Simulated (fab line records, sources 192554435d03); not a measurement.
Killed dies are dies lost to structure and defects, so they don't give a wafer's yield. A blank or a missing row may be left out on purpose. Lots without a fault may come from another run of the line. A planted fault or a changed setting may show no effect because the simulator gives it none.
One fault seen from 2 desks | flow n5_finfet | each desk has only its own numbers; what lay behind them comes last

THE METROLOGY DESK
What the gauges read, lot by lot, whatever tool the lot ran on: means of the sampled wafers that have a number. A lot is out of limits, marked OUT, if its mean lies more than 4 standard deviations from the usual mean; the brackets give that distance. Of its 11 readings 7 are shown: those that lie furthest out on some lot.
Columns: A = cd_nm at N5_ZERO_LAYER_CD_MEAS_11, usual 2000.3 nm; B = DIBL_P at N5_BEOL_M4_RC_MEAS_101, usual 36.5 mV/V; C = IOFF_N at N5_BEOL_M4_RC_MEAS_101, usual 0.158 nA/um; D = ION_N at N5_BEOL_M4_RC_MEAS_101, usual 675 uA/um; E = ION_P at N5_BEOL_M4_RC_MEAS_101, usual 464 uA/um; F = SS_N at N5_BEOL_M4_RC_MEAS_101, usual 71.5 mV/dec; G = VT_P at N5_BEOL_M4_RC_MEAS_101, usual -250 mV
lot  | first seen here | A      | B    | C     | D   | E   | F    | G
L804 | day 1 12:47     | 1999.4 | 37.4 | 0.161 | 679 | 463 | 71.5 | -249
L806 | day 2 00:48     | 2000.1 | 34.4 | 0.128 | 663 | 456 | 71.2 | -254
L807 | day 2 06:39     | 1998.2 | 36.5 | 0.158 | 668 | 460 | 72.0 | -252
L809 | day 2 18:39     | 2000.3 | 36.2 | 0.148 | 667 | 456 | 70.7 | -250
L811 | day 3 06:46     | 1998.9 | 35.8 | 0.138 | 674 | 467 | 71.6 | -248
L812 | day 3 12:38     | 2000.8 | 36.6 | 0.165 | 666 | 447 | 71.5 | -257
L813 | day 3 18:46     | 1999.8 | 37.8 | 0.169 | 693 | 473 | 71.4 | -249
L814 | day 4 00:39     | 2000.3 | 34.9 | 0.137 | 675 | 466 | 71.1 | -252
L819 | day 5 06:46     | 2002.1 | 37.1 | 0.166 | 676 | 465 | 71.5 | -250
L821 | day 5 18:39     | 2000.5 | 37.1 | 0.163 | 669 | 460 | 72.2 | -252
This desk's finding: nothing out of limits on any of the 10 lots.

THE TOOL OWNER'S DESK: implanter-01
The tool's own readings at N5_WELL_APT_IMPLANT_15: means of the sampled wafers that have a number, for each lot that ran on this tool. A lot is out of limits, marked OUT, if its mean lies more than 4 standard deviations from the usual mean; the brackets give that distance.
Columns: A = beam_on_s at N5_WELL_APT_IMPLANT_15, usual 10.00 s; B = dose_ions_cm2 at N5_WELL_APT_IMPLANT_15, usual 1.4997e+13; C = end_station_pressure_torr at N5_WELL_APT_IMPLANT_15, usual 5.14e-06 Torr; D = faraday_current_uA at N5_WELL_APT_IMPLANT_15, usual 190
lot  | first seen here | A     | B                            | C        | D
L804 | day 1 14:24     | 9.91  | 1.4979e+13                   | 5.17e-06 | 192
L806 | day 2 02:26     | 9.90  | 1.5000e+13                   | 4.81e-06 | 193
L807 | day 2 08:05     | 10.03 | 1.5010e+13                   | 5.38e-06 | 190
L812 | day 3 14:02     | 10.07 | 1.5001e+13                   | 5.11e-06 | 189
L814 | day 4 02:02     | 9.86  | 1.4981e+13                   | 5.07e-06 | 192
L819 | day 5 08:20     | 10.01 | 1.7713e+13 (+99 or more) OUT | 4.97e-06 | 224 (+9.0) OUT
L821 | day 5 20:01     | 9.98  | 1.7739e+13 (+99 or more) OUT | 5.05e-06 | 225 (+9.3) OUT
This desk's finding: out of limits on L819, L821; first on L819, day 5 08:20 (dose_ions_cm2 at N5_WELL_APT_IMPLANT_15). In limits: L804, L806, L807, L812, L814.

PUT TOGETHER
The tool owner's desk could have raised an alarm at day 5 08:20, on L819, L821.
The metrology desk saw nothing out of limits.
The metrology desk has L819, L821 on record, within its limits.
Of the lots named, all ran N5_WELL_APT_IMPLANT_15 on implanter-01.

WHAT THE SIMULATOR HAD PUT IN
Process parameter drift: implanter-01, from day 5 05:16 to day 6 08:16, at N5_WELL_APT_IMPLANT_15. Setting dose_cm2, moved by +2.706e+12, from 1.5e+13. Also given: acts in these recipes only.
Lots struck among those shown: L819, L821.
Hours from the fault's start to each desk's first reading out of limits: the tool owner's desk, 3.
